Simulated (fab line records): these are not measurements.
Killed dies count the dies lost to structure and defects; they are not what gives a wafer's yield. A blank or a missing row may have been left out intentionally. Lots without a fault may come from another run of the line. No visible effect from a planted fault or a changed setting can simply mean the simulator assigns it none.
Chamber matching || flow n5Finfet || 4 sister chambers for N5_BEOL_M5_STRIP_19 on rieDiel-01
The step strips in O2. 20 wafers are shown with their chamber, then 10 later ones without.

WAFERS PAIRED WITH THEIR CHAMBERS
{"wafer": "L075.1", "chamber": 1, "drypumpMotorCurrentA (A)": 6.5, "showerheadPlenumPTorr (Torr)": 2.13, "throttleValvePct (%)": 16.49}
{"wafer": "L075.3", "chamber": 3, "drypumpMotorCurrentA (A)": 5.0, "showerheadPlenumPTorr (Torr)": 2.02, "throttleValvePct (%)": 16.78}
{"wafer": "L075.5", "chamber": 0, "drypumpMotorCurrentA (A)": 6.0, "showerheadPlenumPTorr (Torr)": 2.03, "throttleValvePct (%)": 16.97}
{"wafer": "L078.3", "chamber": 2, "drypumpMotorCurrentA (A)": 6.0, "showerheadPlenumPTorr (Torr)": 2.15, "throttleValvePct (%)": 16.75}
{"wafer": "L078.5", "chamber": 3, "drypumpMotorCurrentA (A)": 5.0, "showerheadPlenumPTorr (Torr)": 2.01, "throttleValvePct (%)": 16.81}
{"wafer": "L078.6", "chamber": 0, "drypumpMotorCurrentA (A)": 6.0, "showerheadPlenumPTorr (Torr)": 2.03, "throttleValvePct (%)": 16.98}
{"wafer": "L079.1", "chamber": 3, "drypumpMotorCurrentA (A)": 5.0, "showerheadPlenumPTorr (Torr)": 2.01, "throttleValvePct (%)": 16.79}
{"wafer": "L079.4", "chamber": 2, "drypumpMotorCurrentA (A)": 6.0, "showerheadPlenumPTorr (Torr)": 2.15, "throttleValvePct (%)": 16.77}
{"wafer": "L079.6", "chamber": 0, "drypumpMotorCurrentA (A)": 6.0, "showerheadPlenumPTorr (Torr)": 2.03, "throttleValvePct (%)": 17.00}
{"wafer": "L087.2", "chamber": 2, "drypumpMotorCurrentA (A)": 6.0, "showerheadPlenumPTorr (Torr)": 2.14, "throttleValvePct (%)": 16.79}
{"wafer": "L087.3", "chamber": 0, "drypumpMotorCurrentA (A)": 6.0, "showerheadPlenumPTorr (Torr)": 2.03, "throttleValvePct (%)": 17.00}
{"wafer": "L087.4", "chamber": 3, "drypumpMotorCurrentA (A)": 5.0, "showerheadPlenumPTorr (Torr)": 2.01, "throttleValvePct (%)": 16.82}
{"wafer": "L088.2", "chamber": 3, "drypumpMotorCurrentA (A)": 5.0, "showerheadPlenumPTorr (Torr)": 2.01, "throttleValvePct (%)": 16.81}
{"wafer": "L088.5", "chamber": 2, "drypumpMotorCurrentA (A)": 5.9, "showerheadPlenumPTorr (Torr)": 2.14, "throttleValvePct (%)": 16.79}
{"wafer": "L088.6", "chamber": 3, "drypumpMotorCurrentA (A)": 5.0, "showerheadPlenumPTorr (Torr)": 2.01, "throttleValvePct (%)": 16.82}
{"wafer": "L089.2", "chamber": 2, "drypumpMotorCurrentA (A)": 6.0, "showerheadPlenumPTorr (Torr)": 2.14, "throttleValvePct (%)": 16.80}
{"wafer": "L089.3", "chamber": 3, "drypumpMotorCurrentA (A)": 5.0, "showerheadPlenumPTorr (Torr)": 2.01, "throttleValvePct (%)": 16.84}
{"wafer": "L089.6", "chamber": 1, "drypumpMotorCurrentA (A)": 6.5, "showerheadPlenumPTorr (Torr)": 2.12, "throttleValvePct (%)": 16.55}
{"wafer": "L090.1", "chamber": 3, "drypumpMotorCurrentA (A)": 5.0, "showerheadPlenumPTorr (Torr)": 2.01, "throttleValvePct (%)": 16.83}
{"wafer": "L090.2", "chamber": 0, "drypumpMotorCurrentA (A)": 6.0, "showerheadPlenumPTorr (Torr)": 2.02, "throttleValvePct (%)": 17.04}

SIGNATURES (means of the wafers above)
{"reading": "drypumpMotorCurrentA", "chamber 0": 6.000, "chamber 1": 6.500, "chamber 2": 5.980, "chamber 3": 5.000, "scatter within a chamber": 0.0224}
{"reading": "showerheadPlenumPTorr", "chamber 0": 2.0280, "chamber 1": 2.1250, "chamber 2": 2.1440, "chamber 3": 2.0112, "scatter within a chamber": 0.00459}
{"reading": "throttleValvePct", "chamber 0": 16.9980, "chamber 1": 16.5200, "chamber 2": 16.7800, "chamber 3": 16.8125, "scatter within a chamber": 0.0238}
Rule: a wafer lies at a distance from a chamber equal to the root of the sum of squares, over the readings, of (its reading less the chamber's mean, divided by the reading's scatter). The wafer belongs to the nearest chamber; if the next one is less than 2 further off, it can't be placed. How the scatter is found: for the shown wafers, subtract from each reading the mean of its chamber, square and add these, divide the total by (wafers less chambers), then take the root.

WAFERS WITHOUT THEIR CHAMBER
{"wafer": "L090.3", "drypumpMotorCurrentA (A)": 6.0, "showerheadPlenumPTorr (Torr)": 2.14, "throttleValvePct (%)": 16.82}
{"wafer": "L091.2", "drypumpMotorCurrentA (A)": 6.5, "showerheadPlenumPTorr (Torr)": 2.12, "throttleValvePct (%)": 16.55}
{"wafer": "L091.4", "drypumpMotorCurrentA (A)": 5.0, "showerheadPlenumPTorr (Torr)": 2.01, "throttleValvePct (%)": 16.83}
{"wafer": "L091.5", "drypumpMotorCurrentA (A)": 5.9, "showerheadPlenumPTorr (Torr)": 2.14, "throttleValvePct (%)": 16.80}
{"wafer": "L095.2", "drypumpMotorCurrentA (A)": 6.0, "showerheadPlenumPTorr (Torr)": 2.14, "throttleValvePct (%)": 16.81}
{"wafer": "L095.3", "drypumpMotorCurrentA (A)": 5.0, "showerheadPlenumPTorr (Torr)": 2.00, "throttleValvePct (%)": 16.86}
{"wafer": "L095.5", "drypumpMotorCurrentA (A)": 6.5, "showerheadPlenumPTorr (Torr)": 2.12, "throttleValvePct (%)": 16.56}
{"wafer": "L096.2", "drypumpMotorCurrentA (A)": 6.0, "showerheadPlenumPTorr (Torr)": 2.02, "throttleValvePct (%)": 17.05}
{"wafer": "L096.4", "drypumpMotorCurrentA (A)": 6.5, "showerheadPlenumPTorr (Torr)": 2.12, "throttleValvePct (%)": 16.59}
{"wafer": "L096.6", "drypumpMotorCurrentA (A)": 6.0, "showerheadPlenumPTorr (Torr)": 2.14, "throttleValvePct (%)": 16.82}

THE CHAMBER EACH PASSED THROUGH
{"wafer": "L090.3", "from the rows above": 2, "in truth": 2}
{"wafer": "L091.2", "from the rows above": 1, "in truth": 1}
{"wafer": "L091.4", "from the rows above": 3, "in truth": 3}
{"wafer": "L091.5", "from the rows above": 2, "in truth": 2}
{"wafer": "L095.2", "from the rows above": 2, "in truth": 2}
{"wafer": "L095.3", "from the rows above": 3, "in truth": 3}
{"wafer": "L095.5", "from the rows above": 1, "in truth": 1}
{"wafer": "L096.2", "from the rows above": 0, "in truth": 0}
{"wafer": "L096.4", "from the rows above": 1, "in truth": 1}
{"wafer": "L096.6", "from the rows above": 2, "in truth": 2}
Correct placement for 10 of the 10. From these rows, 0 cannot be placed. 0 placed wrongly.
